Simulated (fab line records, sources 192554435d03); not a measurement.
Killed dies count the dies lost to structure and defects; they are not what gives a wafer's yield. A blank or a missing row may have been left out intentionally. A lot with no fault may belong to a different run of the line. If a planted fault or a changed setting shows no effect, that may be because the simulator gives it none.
A struck lot beside a sound one    flow n5 finfet    15 out of 1938 route steps
Sound: these wafers, L133.1, L133.2, L133.6. Struck: wafers L146.4, L146.6 (left out: L146.3, a lot-mate that was not struck); the cause follows at the end.
Per side, at each step with rows, come the tool, then ch with its chambers, and then its first start. Under that, the readings that differ: sound wafers    struck wafers    difference of the means    sigmas: that difference in standard deviations of wafers without a fault.
alike: same words and numbers on both sides, and readings whose means sit less than 2 such deviations apart. not compared: any withheld reading, any reading some wafer has no value for, any bound like >300 that may hide the same value, and any number with overlapping values for which the record gives no deviation.
Wherever a step has rows on one side only, a row that says differs or no value, or a row with sigmas, the two part there. Numbers that don't overlap but have no deviation are shown without sigmas and don't part them. Lack of a reading on every wafer of one side parts them only where that side has two or more wafers.

first, 8 steps without rows for these wafers: N5_MIM_TOP_LITHO_HMDS_01 (time 60 s); N5_MIM_TOP_LITHO_COAT_02; N5_MIM_TOP_LITHO_EBR_04; N5_MIM_TOP_LITHO_SOFTBAKE_03 (time 90 s); N5_MIM_TOP_LITHO_EXPOSE_05 (exposes mask MIM TOP, target cd 2000 nm); N5_MIM_TOP_LITHO_PEB_06; N5_MIM_TOP_LITHO_DEVELOP_07 (develop time 60 s); N5_MIM_TOP_LITHO_HARDBAKE_09 (time 120 s).
N5_MIM_TOP_LITHO_CD_MEAS_08: target cd 2000 nm.
  sound on cd sem-02 ch 0, day 14 04:19; struck on cd sem-03 ch 0, day 17 16:07
  alike: cd nm
N5_MIM_TOP_LITHO_OVL_MEAS_11:
  sound on overlay-02 ch 0, day 14 04:20; struck on overlay-01 ch 0, day 17 16:08
reading           sound     struck  difference  sigmas
MIM_TOP_OVL (nm)  -3 -6 -6  12 10   +16         +3
N5_MIM_TOP_LITHO_INSPECT_12: inspects for defects (macro).
  sound on defect inspect-02 at day 14 04:22; struck on defect inspect-02 at day 17 16:10
  alike: raw defect count
N5_MIM_TOP_LITHO_DESCUM_10: chemistry O2, time 7.9 s.
  sound on rie diel-03 ch 0,1,2, day 14 04:25; struck on rie diel-05 ch 1,3, day 17 16:12
  alike: drypump motor current A, oes product au, rf vpp V, showerhead plenum p Torr, throttle valve pct
  not compared: rf hours counter h
N5_MIM_TOP_ETCH_ETCH_00: etches TiN in Cl2/BCl3, target depth 38.5 nm.
  sound on rie metal-02 ch 0,1, day 14 04:30; struck on rie metal-03 ch 0, day 17 16:20
reading                                   sound              struck       difference  sigmas
bias w (W)                                126.7 126.3 126.0  147.3 146.2  +20.4       +62
model.etch.depth nm (nm)                  39.46 38.81 39.22  40.47 40.58  +1.36       
model.MIM_TOP_ETCH.feature depth nm (nm)  39.4 38.8 39.2     40.4 40.6    +1.4        
  alike: drypump motor current A, oes product au, throttle valve pct
  not compared: rf hours counter h
N5_MIM_TOP_ETCH_STRIP_01: strips in O2.
  sound on rie diel-02 ch 0,1, day 14 04:38; struck on rie diel-01 ch 1,2, day 17 16:29
  alike: drypump motor current A, oes product au, rf vpp V, showerhead plenum p Torr, throttle valve pct
  not compared: rf hours counter h
N5_PASSIVATION_PROBE_49:
  rows exist in the record for the sound wafers here (prober-02, day 14 16:16), none for the struck ones

WHERE THEY PART
Earliest at N5_MIM_TOP_LITHO_OVL_MEAS_11; latest, in this record, at N5_PASSIVATION_PROBE_49.

WHY: the cause the simulator had injected
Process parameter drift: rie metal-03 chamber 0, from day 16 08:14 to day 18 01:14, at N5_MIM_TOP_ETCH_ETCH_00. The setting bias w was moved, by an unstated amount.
